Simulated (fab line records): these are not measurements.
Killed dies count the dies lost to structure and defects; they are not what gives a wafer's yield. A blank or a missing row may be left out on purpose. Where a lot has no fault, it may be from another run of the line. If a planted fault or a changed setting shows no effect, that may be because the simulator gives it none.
Matching of chambers :: flow n5 finfet :: ald metal-02 running N5_HKMG_FIN_NWFM_ALD_20: 4 sister chambers
The step deposits TiAlC, target thk 2 nm, pulse time 3 s, purge time 2 s. 4 wafers are shown with their chamber, then 7 later ones without.

EACH WAFER AND ITS CHAMBER
wafer: L078.3
chamber: 1
heater power w (W): 505

wafer: L083.3
chamber: 3
heater power w (W): 437

wafer: L088.1
chamber: 0
heater power w (W): 548

wafer: L088.2
chamber: 2
heater power w (W): 485

WAFERS WITH NO CHAMBER GIVEN
wafer: L088.5
heater power w (W): 511

wafer: L087.3
heater power w (W): 528

wafer: L087.4
heater power w (W): 514

wafer: L087.5
heater power w (W): 544

wafer: L092.1
heater power w (W): 523

wafer: L092.4
heater power w (W): 474

wafer: L092.6
heater power w (W): 472

WHICH CHAMBER EACH ONE RAN IN
wafer: L088.5
from the rows above: can't be placed: 1 or 2
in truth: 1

wafer: L087.3
from the rows above: can't be placed: 0 or 1 or 2
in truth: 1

wafer: L087.4
from the rows above: can't be placed: 1 or 2 or 0
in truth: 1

wafer: L087.5
from the rows above: 0
in truth: 0

wafer: L092.1
from the rows above: can't be placed: 1 or 0 or 2
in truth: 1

wafer: L092.4
from the rows above: can't be placed: 2 or 1
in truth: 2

wafer: L092.6
from the rows above: can't be placed: 2 or 1 or 3
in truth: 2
1 of 7 placed correctly. Can't be placed from these rows: 6 (the true chamber is among the candidates in 6). Placed wrongly: 0.
How it was worked out, from the rows above alone: a wafer's distance from a chamber is the root of the sum, over the readings, of the square of ((its reading less the chamber's mean) divided by the reading's scatter). The wafer belongs to the nearest chamber; if the next one is less than 2 further off, it can't be placed. A chamber's mean is the mean of its shown wafers. The scatter: with one shown wafer a chamber, the root of the mean of the squares of how far each hidden wafer lies from its nearest shown one.
